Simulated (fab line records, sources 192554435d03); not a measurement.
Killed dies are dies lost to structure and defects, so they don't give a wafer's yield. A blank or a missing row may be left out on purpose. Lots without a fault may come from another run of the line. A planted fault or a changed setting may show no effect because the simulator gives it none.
Chamber matching | flow n5_finfet | N5_BEOL_M7_CMP_52 on cmp-01: 4 sister chambers
The step polishes, stops on SiCOH lowk, t overpolish 6.9 s, target thk 80 nm. 7 wafers are shown with their chamber, then 8 later ones without.

WAFERS WITH THEIR CHAMBER
wafer  | chamber | motor_current_A (A) | overpolish_run_s (s)
L081.2 | 2       | 6.5                 | 6.896
L084.5 | 0       | 5.2                 | 6.903
L084.6 | 3       | 5.8                 | 6.889
L091.1 | 0       | 5.2                 | 6.897
L091.2 | 2       | 6.1                 | 6.899
L091.3 | 3       | 5.5                 | 6.898
L092.4 | 1       | 5.8                 | 6.919

WAFERS WITHOUT THEIR CHAMBER
wafer  | motor_current_A (A) | overpolish_run_s (s)
L092.5 | 6.3                 | 6.925
L092.6 | 5.6                 | 6.910
L093.1 | 6.2                 | 6.918
L093.2 | 5.4                 | 6.899
L093.4 | 5.7                 | 6.879
L094.2 | 5.3                 | 6.891
L094.5 | 5.3                 | 6.887
L094.6 | 6.2                 | 6.905

WHICH CHAMBER EACH WENT THROUGH
wafer  | from the rows above          | in truth
L092.5 | 1                            | 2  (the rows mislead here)
L092.6 | can't be placed: 1 or 0 or 3 | 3
L093.1 | 1                            | 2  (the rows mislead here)
L093.2 | can't be placed: 0 or 3      | 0
L093.4 | can't be placed: 3 or 2      | 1
L094.2 | can't be placed: 3 or 0      | 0
L094.5 | can't be placed: 3 or 0      | 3
L094.6 | can't be placed: 2 or 1 or 3 | 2
Placed correctly: 0 of 8. Can't be placed from these rows: 6 (the true chamber is among the candidates in 5). Placed wrongly: 2.
How it was worked out, from the rows above alone: a wafer's distance from a chamber is the root of the sum, over the readings, of the square of ((its reading less the chamber's mean) divided by the reading's scatter). The wafer belongs to the nearest chamber; if the next one is less than 2 further off, it can't be placed. A chamber's mean is the mean of its shown wafers. The scatter: the root of (the sum of the squares of (reading less its chamber's mean) over the shown wafers, divided by (wafers less chambers)).
